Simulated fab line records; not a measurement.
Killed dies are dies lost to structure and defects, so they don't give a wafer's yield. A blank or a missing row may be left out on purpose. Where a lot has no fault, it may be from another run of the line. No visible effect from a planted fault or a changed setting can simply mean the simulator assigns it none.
fab line records | flow n5_finfet
record: lots: 10 | wafers: 30 | last_day: 20
route steps=1938 shown FIN_SAQP@128 FIN_CUT@155 BEOL_M4@1111 PASSIVATION@1936
lots that met no fault: taken from a fault-free run of the same line
start_h: hours from the record's first day to the start of the lot's first wafer shown | wait_h: how many hours have passed since the lot's step before this one | " unchanged from the row above | L1.1+2: several wafers, shown together as one row | - either no value or no given start | * or withheld: withheld | < > ~ a bound
route shown NAME@n: a module of which the file shows steps, and the number in the route of the first | usual: average and standard deviation across the fault-free wafers | same: alike in all rows | chamber/n: place in a boat | sites: each site's reading | _std_site: the values' standard deviation | _edge_site: inner sites' mean taken away from outer sites' mean | radius_mm: how far each site lies from the wafer's centre | mask NAME#n: copy n | behind: the last tool/chamber to shape the wafer | hold: why the lot was held/for how many hours/how that ended | device: the n, p or np transistor that did not switch | end of line: the same wafers' tests at the end of the route | a step with no rows: only its recipe | killed: dies that structure and defects cost at the first sort, which is not the same as the wafer's yield | map: the dies of a wafer, with x for killed, . for not killed, _ for no die there
set.NAME: setting as actually run; set.NAME@STEP: the setting as run at that earlier step | model.NAME: the simulator's own value behind a step, which no gauge read
one table for each step of the route and one row for each wafer, over a sample of lots
services: from which hour (start_h, from the record's first day; less than 0 if before it) a tool's chamber was out of use, for how many hours, and why
== steps ==
step: N5_FIN_SAQP_CD_MEAS_27
recipe: target_cd_nm: 20 | landing_energy_ev: 1000 | detector: se_inlens | polarity: line
usual: cd_nm: 20.36/0.23
same: landing_energy_ev: 1000
lot.wafer | tool      | chamber | start_h | wait_h | cd_nm
L355.1    | cd_sem-02 | 0       | 25.26   | 0.1    | 20.32
L355.3    | "         | 0       | "       | "      | 20.60
L355.5    | "         | 0       | "       | "      | 20.35
L356.2    | cd_sem-02 | 0       | 30.46   | 0.1    | 20.50
L356.3    | "         | 0       | "       | "      | 20.22
L356.6    | "         | 0       | "       | "      | 19.63
L358.2    | cd_sem-03 | 0       | 41.96   | 0.1    | 20.16
L358.5    | "         | 0       | "       | "      | 20.38
L358.6    | "         | 0       | "       | "      | 20.52
L359.1    | cd_sem-03 | 0       | 49.31   | 0.1    | 20.37
L359.4    | "         | 0       | "       | "      | 20.29
L359.6    | "         | 0       | "       | "      | 20.62
L360.1    | cd_sem-02 | 0       | 55.98   | 0.1    | 20.24
L360.3    | "         | 0       | "       | "      | 20.61
L360.5    | "         | 0       | "       | "      | 20.45
L365.2    | cd_sem-03 | 0       | 84.30   | 0.1    | 20.29
L365.4    | "         | 0       | "       | "      | 20.45
L365.5    | "         | 0       | "       | "      | 20.93
L366.2    | cd_sem-01 | 0       | 89.98   | 0.1    | 20.40
L366.3    | "         | 0       | "       | "      | 20.77
L366.4    | "         | 0       | "       | "      | 20.25
L368.1    | cd_sem-01 | 0       | 102.09  | 0.1    | 20.31
L368.4    | "         | 0       | "       | "      | 20.31
L368.6    | "         | 0       | "       | "      | 20.28
L377.2    | cd_sem-03 | 0       | 157.13  | 0.1    | 20.36
L377.3    | "         | 0       | "       | "      | 20.11
L377.6    | "         | 0       | "       | "      | 20.34
L378.1    | cd_sem-02 | 0       | 162.03  | 0.1    | 20.31
L378.2    | "         | 0       | "       | "      | 20.45
L378.5    | "         | 0       | "       | "      | 20.09
step: N5_FIN_SAQP_STRIP_77
recipe: chemistry: N2/H2 | time_s: 90 | power_w: 100 | temp_c: 40 | pressure_mtorr: 100 | rf_frequency_hz: 6e+07 | bias_power_w: 3 | n2_flow_sccm: 300 | h2_flow_sccm: 300
usual: drypump_motor_current_A: 5.9/0.49 | oes_product_au: 0.79/0.083 | rf_vpp_V: 45.4/0.89 | showerhead_plenum_p_Torr: 3.42/0.088 | throttle_valve_pct: 12.27/0.17
lot.wafer | tool        | chamber | start_h | wait_h | drypump_motor_current_A | oes_product_au | rf_hours_counter_h | rf_vpp_V | showerhead_plenum_p_Torr | throttle_valve_pct
L355.1    | rie_diel-05 | 3       | 27.60   | 0.0    | 6.0                     | 0.89           | 39                 | 44.1     | 3.29                     | 12.14
L355.3    | "           | 2       | "       | "      | 6.1                     | 0.78           | 149                | 46.7     | 3.51                     | 12.40
L355.5    | "           | 3       | "       | "      | 6.0                     | 0.89           | -                  | 44.8     | 3.29                     | 12.14
L356.2    | rie_diel-04 | 0       | 32.84   | 0.0    | 6.2                     | 0.71           | 202                | 46.0     | 3.49                     | 12.34
L356.3    | "           | 3       | "       | "      | 5.5                     | 0.68           | 224                | 47.0     | 3.48                     | 12.53
L356.6    | "           | 1       | "       | "      | 6.3                     | 0.70           | -                  | 45.6     | 3.34                     | 12.37
L358.2    | rie_diel-05 | 3       | 44.23   | 0.0    | 6.0                     | 0.88           | 46                 | 45.2     | 3.29                     | 12.17
L358.5    | "           | 0       | "       | "      | 5.7                     | 0.88           | -                  | 44.7     | 3.59                     | 12.15
L358.6    | "           | 3       | "       | "      | 6.0                     | 0.86           | -                  | 44.7     | 3.29                     | 12.17
L359.1    | rie_diel-01 | 2       | 51.02   | 0.0    | 5.0                     | 0.72           | 197                | 45.5     | 3.47                     | 12.17
L359.4    | "           | 0       | "       | "      | 6.5                     | 0.98           | 5                  | 44.9     | 3.33                     | 11.94
L359.6    | "           | 3       | "       | "      | 5.2                     | 0.82           | -                  | 46.0     | 3.43                     | 12.33
L360.1    | rie_diel-05 | 2       | 58.16   | 0.0    | 6.0                     | 0.75           | 163                | 46.6     | 3.51                     | 12.46
L360.3    | "           | 0       | "       | "      | 5.7                     | 0.87           | 34                 | 47.5     | 3.59                     | 12.16
L360.5    | "           | 0       | "       | "      | 5.7                     | 0.88           | -                  | 44.9     | 3.58                     | 12.17
L365.2    | rie_diel-01 | 2       | 86.05   | 0.0    | 5.0                     | 0.72           | 210                | 44.0     | 3.47                     | 12.20
L365.4    | "           | 3       | "       | "      | 5.2                     | 0.80           | 92                 | 45.2     | 3.42                     | 12.35
L365.5    | "           | 0       | "       | "      | 6.5                     | 0.94           | -                  | 45.9     | 3.32                     | 11.96
L366.2    | rie_diel-05 | 3       | 91.71   | 0.0    | 6.0                     | 0.85           | 64                 | 45.0     | 3.28                     | 12.20
L366.3    | "           | 1       | "       | "      | 6.6                     | 0.81           | 116                | 46.5     | 3.40                     | 12.12
L366.4    | "           | 0       | "       | "      | 5.7                     | 0.86           | 46                 | 44.5     | 3.58                     | 12.20
L368.1    | rie_diel-01 | 2       | 103.88  | 0.0    | 5.0                     | 0.71           | 216                | 45.7     | 3.46                     | 12.20
L368.4    | "           | 0       | "       | "      | 6.5                     | 0.92           | 24                 | 45.1     | 3.32                     | 11.98
L368.6    | "           | 2       | "       | "      | 5.0                     | 0.72           | -                  | 44.8     | 3.46                     | 12.21
L377.2    | rie_diel-01 | 2       | 159.02  | 0.0    | 5.0                     | 0.70           | 238                | 45.4     | 3.45                     | 12.27
L377.3    | "           | 1       | "       | "      | 5.7                     | 0.77           | 162                | 45.9     | 3.37                     | 12.45
L377.6    | "           | 2       | "       | "      | 5.0                     | 0.70           | -                  | 45.1     | 3.45                     | 12.26
L378.1    | rie_diel-05 | 0       | 164.07  | 0.0    | 5.7                     | 0.84           | 67                 | 45.4     | 3.57                     | 12.26
L378.2    | "           | 1       | "       | "      | 6.6                     | 0.78           | 136                | 44.6     | 3.39                     | 12.17
L378.5    | "           | 3       | "       | "      | 6.0                     | 0.83           | -                  | 45.9     | 3.27                     | 12.26
step: N5_FIN_CUT_COAT_19
recipe: resist: SiARC | temp_c: 220 | time_s: 60 | spin_rpm: 1500 | resist_thk_nm: 20
usual: run_length_s: 66.23/0.27
lot.wafer | tool           | chamber | start_h | wait_h | run_length_s
L355.1    | litho_track-02 | 0       | 28.08   | -      | 66.46
L355.3    | "              | 0       | "       | "      | 66.42
L355.5    | "              | 0       | "       | "      | 66.35
L356.2    | litho_track-05 | 0       | 33.32   | -      | 66.27
L356.3    | "              | 0       | "       | "      | 66.10
L356.6    | "              | 0       | "       | "      | 66.13
L358.2    | litho_track-02 | 0       | 44.71   | -      | 66.58
L358.5    | "              | 0       | "       | "      | 66.30
L358.6    | "              | 0       | "       | "      | 66.39
L359.1    | litho_track-02 | 0       | 51.49   | -      | 66.41
L359.4    | "              | 0       | "       | "      | 66.53
L359.6    | "              | 0       | "       | "      | 66.39
L360.1    | litho_track-01 | 0       | 58.64   | -      | 65.88
L360.3    | "              | 0       | "       | "      | 65.72
L360.5    | "              | 0       | "       | "      | 65.79
L365.2    | litho_track-01 | 0       | 86.53   | -      | 66.04
L365.4    | "              | 0       | "       | "      | 65.79
L365.5    | "              | 0       | "       | "      | 65.83
L366.2    | litho_track-02 | 0       | 92.19   | -      | 66.31
L366.3    | "              | 0       | "       | "      | 66.50
L366.4    | "              | 0       | "       | "      | 66.42
L368.1    | litho_track-05 | 0       | 104.36  | -      | 66.23
L368.4    | "              | 0       | "       | "      | 66.14
L368.6    | "              | 0       | "       | "      | 66.24
L377.2    | litho_track-02 | 0       | 159.49  | -      | 69.49
L377.3    | "              | 0       | "       | "      | 69.73
L377.6    | "              | 0       | "       | "      | 69.51
L378.1    | litho_track-02 | 0       | 164.55  | -      | 69.48
L378.2    | "              | 0       | "       | "      | 69.49
L378.5    | "              | 0       | "       | "      | 69.57
step: N5_FIN_CUT_INSPECT_10
recipe: mode: adi | inspect_instrument: brightfield
usual: raw_defect_count: 43/14
lot.wafer | tool              | chamber | start_h | wait_h | raw_defect_count
L355.1    | defect_inspect-02 | -       | 28.45   | 0.1    | 33
L355.3    | "                 | -       | "       | "      | 34
L355.5    | "                 | -       | "       | "      | 26
L356.2    | defect_inspect-01 | -       | 33.67   | 0.0    | 32
L356.3    | "                 | -       | "       | "      | 30
L356.6    | "                 | -       | "       | "      | 32
L358.2    | defect_inspect-02 | -       | 45.19   | 0.0    | 32
L358.5    | "                 | -       | "       | "      | 30
L358.6    | "                 | -       | "       | "      | 42
L359.1    | defect_inspect-01 | -       | 51.85   | 0.1    | 36
L359.4    | "                 | -       | "       | "      | 38
L359.6    | "                 | -       | "       | "      | 31
L360.1    | defect_inspect-01 | -       | 59.13   | 0.1    | 41
L360.3    | "                 | -       | "       | "      | 29
L360.5    | "                 | -       | "       | "      | 63
L365.2    | defect_inspect-02 | -       | 86.88   | 0.0    | 58
L365.4    | "                 | -       | "       | "      | 60
L365.5    | "                 | -       | "       | "      | 29
L366.2    | defect_inspect-01 | -       | 92.67   | 0.0    | 33
L366.3    | "                 | -       | "       | "      | 38
L366.4    | "                 | -       | "       | "      | 32
L368.1    | defect_inspect-02 | -       | 104.84  | 0.1    | 36
L368.4    | "                 | -       | "       | "      | 35
L368.6    | "                 | -       | "       | "      | 41
L377.2    | defect_inspect-02 | -       | 159.98  | 0.0    | 61
L377.3    | "                 | -       | "       | "      | 51
L377.6    | "                 | -       | "       | "      | 47
L378.1    | defect_inspect-02 | -       | 164.94  | 0.1    | 27
L378.2    | "                 | -       | "       | "      | 38
L378.5    | "                 | -       | "       | "      | 35
step: N5_BEOL_M4_RC_MEAS_101
usual: DIBL_N: 36.6/1.3 | DIBL_P: 36.4/1.4 | IOFF_N: 0.167/0.023 | IOFF_P: 0.219/0.029 | ION_N: 678/8.7 | ION_P: 464/6.4 | SS_N: 71.5/0.53 | SS_P: 73.4/0.57 | VT_N: 248.5/2.8 | VT_P: -249/3.1
lot.wafer | tool      | chamber | start_h | wait_h | DIBL_N[mV/V] | DIBL_P[mV/V] | IOFF_N[nA/um] | IOFF_P[nA/um] | ION_N[uA/um] | ION_P[uA/um] | SS_N[mV/dec] | SS_P[mV/dec] | VT_N[mV] | VT_P[mV]
L355.1    | prober-01 | 0       | 185.19  | 0.0    | 37.4         | 37.4         | 0.195         | 0.237         | 697          | 467          | 72.2         | 73.3         | 243.2    | -248
L355.3    | "         | 0       | "       | "      | 37.8         | 37.4         | 0.193         | 0.224         | 690          | 465          | 70.9         | 72.9         | 245.4    | -249
L355.5    | "         | 0       | "       | "      | 36.8         | 36.8         | 0.171         | 0.216         | 683          | 465          | 71.2         | 73.5         | 248.1    | -250
L358.2    | prober-02 | 0       | 193.25  | 0.2    | 35.6         | 34.5         | 0.152         | 0.219         | 676          | 470          | 71.3         | 73.5         | 247.8    | -246
L358.5    | "         | 0       | "       | "      | 37.3         | 36.0         | 0.181         | 0.244         | 685          | 472          | 71.9         | 73.3         | 246.9    | -247
L358.6    | "         | 0       | "       | "      | 36.9         | 36.0         | 0.180         | 0.244         | 679          | 468          | 71.7         | 73.9         | 249.0    | -245
L356.2    | prober-01 | 0       | 198.35  | 0.2    | 39.7         | 38.0         | 0.211         | 0.267         | 692          | 469          | 72.4         | 74.2         | 244.7    | -246
L356.3    | "         | 0       | "       | "      | 37.9         | 35.7         | 0.180         | 0.226         | 686          | 469          | 71.0         | 73.1         | 245.5    | -248
L356.6    | "         | 0       | "       | "      | 37.8         | 35.3         | 0.174         | 0.220         | 674          | 463          | 71.6         | 72.9         | 247.3    | -249
L360.1    | prober-02 | 0       | 201.08  | 0.0    | 34.3         | 33.1         | 0.125         | 0.212         | 660          | 468          | 71.6         | 72.4         | 254.0    | -247
L360.3    | "         | 0       | "       | "      | 35.1         | 33.8         | 0.132         | 0.219         | 673          | 475          | 71.4         | 72.5         | 253.4    | -249
L360.5    | "         | 0       | "       | "      | 36.7         | 35.5         | 0.164         | 0.256         | 675          | 476          | 73.2         | 72.3         | 249.6    | -245
L359.1    | prober-02 | 0       | 202.92  | 0.0    | 37.2         | 36.1         | 0.166         | 0.233         | 688          | 471          | 71.8         | 73.2         | 247.2    | -245
L359.4    | "         | 0       | "       | "      | 37.2         | 35.8         | 0.158         | 0.233         | 691          | 470          | 71.2         | 73.9         | 246.0    | -245
L359.6    | "         | 0       | "       | "      | 39.4         | 38.8         | 0.219         | 0.279         | 702          | 477          | 71.9         | 74.0         | 242.7    | -246
L366.2    | prober-01 | 0       | 254.85  | 0.2    | 34.9         | 36.0         | 0.157         | 0.243         | 675          | 467          | 71.3         | 73.4         | 252.5    | -242
L366.3    | "         | 0       | "       | "      | 34.1         | 34.6         | 0.154         | 0.216         | 678          | 468          | 71.1         | 72.9         | 248.4    | -246
L366.4    | "         | 0       | "       | "      | 34.5         | 35.8         | 0.158         | 0.238         | 681          | 472          | 71.1         | 73.4         | 249.7    | -247
L365.2    | prober-01 | 0       | 283.34  | 0.2    | 34.9         | 34.7         | 0.144         | 0.182         | 674          | 460          | 71.2         | 72.9         | 250.8    | -253
L365.4    | "         | 0       | "       | "      | 36.6         | 36.5         | 0.170         | 0.208         | 669          | 458          | 71.6         | 73.3         | 247.6    | -249
L365.5    | "         | 0       | "       | "      | 34.6         | 34.2         | 0.131         | 0.178         | 665          | 461          | 70.7         | 72.7         | 249.1    | -251
L368.1    | prober-01 | 0       | 305.05  | 0.0    | 35.5         | 37.1         | 0.165         | 0.201         | 674          | 460          | 71.6         | 74.1         | 248.2    | -253
L368.4    | "         | 0       | "       | "      | 36.0         | 38.0         | 0.177         | 0.215         | 673          | 457          | 71.8         | 74.1         | 249.4    | -253
L368.6    | "         | 0       | "       | "      | 36.7         | 38.3         | 0.189         | 0.210         | 670          | 455          | 72.2         | 74.1         | 247.0    | -251
L378.1    | prober-02 | 0       | 351.41  | 0.0    | 36.2         | 37.2         | 0.160         | 0.197         | 679          | 461          | 71.8         | 72.2         | 248.6    | -252
L378.2    | "         | 0       | "       | "      | 36.1         | 36.6         | 0.153         | 0.182         | 676          | 457          | 71.3         | 72.6         | 251.2    | -250
L378.5    | "         | 0       | "       | "      | 35.8         | 36.3         | 0.151         | 0.179         | 679          | 460          | 70.9         | 72.6         | 250.6    | -252
L377.2    | prober-01 | 0       | 358.47  | 0.2    | 38.3         | 39.0         | 0.231         | 0.281         | 704          | 477          | 71.8         | 74.7         | 242.5    | -245
L377.3    | "         | 0       | "       | "      | 37.2         | 36.4         | 0.193         | 0.235         | 689          | 468          | 71.3         | 74.4         | 245.3    | -249
L377.6    | "         | 0       | "       | "      | 37.2         | 36.5         | 0.188         | 0.234         | 690          | 468          | 71.6         | 73.3         | 245.2    | -250
step: N5_PASSIVATION_PROBE_49
usual: defect_limited_yield: 91.6/1.6 | killed_at_M0_to_M3: 32/9.7 | killed_at_M4_up: 13/4.4 | killed_at_contacts: 12/6.5 | killed_at_front_end: 38/12 | killed_at_other: 3.7/3 | killed_dies: 99/18 | killed_on_rim: 13/3.9 | killed_open: 66/14 | killed_short: 32/7.5 | sort_bin_5_function: 4.9/1 | sort_bin_6_memory: 3.2/0.73 | sort_n_pass: 1081/18 | sort_yield_pct: 91.6/1.6
same: gross_dies: 1180 | killed_at_back_side: 0 | sort_bin_4_leakage[%]: 0 | sort_bin_8_speed[%]: 0
lot.wafer | tool      | chamber | start_h | wait_h | defect_limited_yield[%] | killed_at_M0_to_M3 | killed_at_M4_up | killed_at_contacts | killed_at_front_end | killed_at_other | killed_dies | killed_on_rim | killed_open | killed_short | sort_bin_5_function[%] | sort_bin_6_memory[%] | sort_n_pass | sort_yield_pct[%]
L360.1    | prober-02 | -       | 302.41  | 0.0    | 93.6                    | 26                 | 16              | 5                  | 27                  | 1               | 75          | 11            | 47          | 27           | 3.7                    | 2.3                  | 1105        | 93.6
L360.3    | prober-02 | -       | 302.51  | 0.1    | 92.4                    | 30                 | 22              | 11                 | 21                  | 6               | 90          | 18            | 57          | 33           | 3.8                    | 3.6                  | 1090        | 92.4
L360.5    | prober-02 | -       | 302.61  | 0.2    | 91.2                    | 29                 | 28              | 16                 | 29                  | 2               | 104         | 12            | 71          | 33           | 5.8                    | 2.8                  | 1076        | 91.2
L356.2    | prober-02 | -       | 309.37  | 0.1    | 94.3                    | 16                 | 10              | 13                 | 26                  | 2               | 67          | 9             | 39          | 26           | 2.3                    | 3.1                  | 1113        | 94.3
L356.3    | prober-02 | -       | 309.42  | 0.1    | 92.0                    | 12                 | 21              | 13                 | 42                  | 6               | 94          | 15            | 59          | 34           | 5.0                    | 2.7                  | 1086        | 92.0
L356.6    | prober-02 | -       | 309.57  | 0.3    | 90.3                    | 28                 | 10              | 7                  | 65                  | 5               | 115         | 11            | 75          | 40           | 5.1                    | 4.4                  | 1065        | 90.3
L366.2    | prober-01 | -       | 353.45  | 0.1    | 93.1                    | 31                 | 8               | 6                  | 32                  | 4               | 81          | 7             | 53          | 28           | 4.2                    | 2.5                  | 1099        | 93.1
L366.3    | prober-01 | -       | 353.50  | 0.1    | 92.2                    | 45                 | 11              | 2                  | 25                  | 9               | 92          | 8             | 59          | 33           | 3.7                    | 3.8                  | 1088        | 92.2
L366.4    | prober-01 | -       | 353.55  | 0.2    | 92.9                    | 38                 | 3               | 6                  | 27                  | 10              | 84          | 9             | 56          | 28           | 3.8                    | 2.5                  | 1096        | 92.9
L365.2    | prober-02 | -       | 393.36  | 0.1    | 93.4                    | 40                 | 11              | 2                  | 25                  | 0               | 78          | 12            | 42          | 34           | 3.6                    | 2.9                  | 1102        | 93.4
L365.4    | prober-02 | -       | 393.46  | 0.2    | 93.1                    | 40                 | 9               | 5                  | 25                  | 2               | 81          | 10            | 49          | 32           | 3.2                    | 3.3                  | 1099        | 93.1
L365.5    | prober-02 | -       | 393.51  | 0.2    | 92.1                    | 43                 | 9               | 7                  | 31                  | 3               | 93          | 17            | 66          | 26           | 4.2                    | 3.1                  | 1087        | 92.1
killed by level:class
L360.1 BEOL_M2:geometric_particle:open=7 FIN_SAQP:geometric_particle:short=7 BEOL_M4:geometric_particle:open=6 MOL_CONTACT_COAG:geometric_particle:open=5 BEOL_M0_SAQP:geometric_particle:open=5 FIN_SAQP:geometric_particle:open=4 BEOL_M3:geometric_particle:open=4 FIN_CUT:geometric_particle:open=3
L360.3 BEOL_M4:geometric_particle:open=11 MOL_CONTACT_COAG:geometric_particle:open=10 BEOL_M2:geometric_particle:open=8 FIN_SAQP:geometric_particle:open=6 FIN_SAQP:geometric_particle:short=6 BEOL_M1:geometric_particle:open=6 BEOL_M0_SAQP:geometric_particle:short=5 BEOL_M4:geometric_particle:short=4
L360.5 BEOL_M4:geometric_particle:open=17 MOL_CONTACT_COAG:geometric_particle:open=9 FIN_SAQP:geometric_particle:short=8 MOL_CONTACT_COAG:geometric_particle:short=7 BEOL_M2:geometric_particle:open=7 BEOL_M5:geometric_particle:open=7 FIN_SAQP:geometric_particle:open=5 BEOL_M0_SAQP:geometric_particle:short=5
L356.2 MOL_CONTACT_COAG:geometric_particle:open=10 BEOL_M4:geometric_particle:open=8 GATE_CUT:geometric_particle:short=6 BEOL_M0_SAQP:geometric_particle:open=6 BEOL_M0_SAQP:geometric_particle:short=4 STARTING-WAFER:geometric_particle:short=4 ILD0:geometric_particle:open=3 GATE_CUT:geometric_particle:open=3
L356.3 BEOL_M4:geometric_particle:open=12 FIN_SAQP:geometric_particle:open=11 FIN_SAQP:geometric_particle:short=9 MOL_CONTACT_COAG:geometric_particle:open=8 GATE_CUT:geometric_particle:short=7 STI_FIN_REVEAL:geometric_particle:open=6 MOL_CONTACT_COAG:geometric_particle:short=4 BEOL_M0_SAQP:geometric_particle:short=3
L356.6 FIN_SAQP:geometric_particle:open=18 FIN_SAQP:geometric_particle:short=12 STI_FIN_REVEAL:geometric_particle:open=12 BEOL_M3:geometric_particle:open=7 BEOL_M0_SAQP:geometric_particle:short=7 BEOL_M4:geometric_particle:open=7 DUMMY_GATE:geometric_particle:open=6 BEOL_M0_SAQP:geometric_particle:open=5
L366.2 BEOL_M1:geometric_particle:open=10 GATE_CUT:geometric_particle:short=6 MOL_CONTACT_COAG:geometric_particle:open=6 FIN_SAQP:geometric_particle:open=5 BEOL_M0_SAQP:geometric_particle:short=5 BEOL_M2:geometric_particle:open=5 DUMMY_GATE:geometric_particle:open=4 BEOL_M0_SAQP:geometric_particle:open=4
L366.3 BEOL_M1:geometric_particle:open=15 BEOL_M0_SAQP:geometric_particle:short=5 BEOL_M1:geometric_particle:short=4 STI_FIN_REVEAL:geometric_particle:open=4 ILD0:geometric_particle:short=4 BEOL_M0_SAQP:geometric_particle:open=4 BEOL_M2:geometric_particle:short=4 BEOL_M2:geometric_particle:open=4
L366.4 BEOL_M1:geometric_particle:open=12 MOL_CONTACT_COAG:geometric_particle:open=6 BEOL_M0:geometric_particle:open=6 FIN_SAQP:geometric_particle:open=5 BEOL_M2:geometric_particle:open=5 FIN_SAQP:geometric_particle:short=4 DUMMY_GATE:geometric_particle:open=4 BEOL_M0_SAQP:geometric_particle:short=4
L365.2 BEOL_M0_SAQP:geometric_particle:short=14 BEOL_M0_SAQP:geometric_particle:open=11 BEOL_M4:geometric_particle:open=6 STARTING-WAFER:geometric_particle:short=6 BEOL_M2:geometric_particle:open=5 FIN_SAQP:geometric_particle:short=4 BEOL_M1:geometric_particle:open=4 DUMMY_GATE:geometric_particle:open=3
L365.4 BEOL_M0_SAQP:geometric_particle:short=12 BEOL_M0_SAQP:geometric_particle:open=10 FIN_SAQP:geometric_particle:open=7 BEOL_M1:geometric_particle:short=6 FIN_SAQP:geometric_particle:short=5 BEOL_M2:geometric_particle:open=4 BEOL_M3:geometric_particle:open=4 BEOL_M4:geometric_particle:open=4
L365.5 FIN_SAQP:geometric_particle:short=11 BEOL_M1:geometric_particle:open=11 BEOL_M2:geometric_particle:open=10 BEOL_M0_SAQP:geometric_particle:open=8 MOL_CONTACT_COAG:geometric_particle:open=6 BEOL_M3:geometric_particle:open=5 FIN_SAQP:geometric_particle:open=4 BEOL_M0_SAQP:geometric_particle:short=4
== services ==
tool           | chamber | start_h | hours | kind
rie_diel-01    | 2       | 7.11    | 1.4   | repair
rie_diel-01    | -       | 31.91   | 2.8   | pm
rie_diel-04    | 1       | 61.26   | 8.9   | repair
litho_track-05 | -       | 63.97   | -     | consumable_replace:filter
rie_diel-04    | 3       | 101.78  | -     | clean
rie_diel-04    | 3       | 101.78  | -     | consumable_replace:focus_ring
rie_diel-04    | 3       | 101.78  | 28.4  | scheduled_down
rie_diel-04    | 3       | 101.78  | 28.4  | vent_cycle
rie_diel-04    | -       | 119.54  | 2.3   | repair
litho_track-05 | -       | 132.69  | -     | consumable_replace:filter
rie_diel-05    | -       | 132.88  | 14.6  | pm
rie_diel-04    | 0       | 160.67  | -     | clean
rie_diel-04    | 0       | 160.67  | -     | consumable_replace:focus_ring
rie_diel-04    | 0       | 160.67  | 25.2  | scheduled_down
rie_diel-04    | 0       | 160.67  | 25.2  | vent_cycle
== key ==
first_sign: step: N5_FIN_CUT_COAT_19 | reading: run_length_s | direction: up | sigmas: 12 | usual: * | struck: *
effect none on later readings
met_at N5_FIN_CUT_COAT_19
struck_lots L377,L378
not_acting_at N5_FIN_SAQP_CD_MEAS_27,N5_FIN_SAQP_STRIP_77,N5_FIN_CUT_INSPECT_10
onset_between 92.19 159.49
fault: kind: process_parameter_drift | tool: litho_track-02 | chamber: - | onset_h: 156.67 | steps: N5_FIN_CUT_COAT_19 | channel: time_s | offset: * | shape: step | end_h: 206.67 | acts_in: * | stated: *
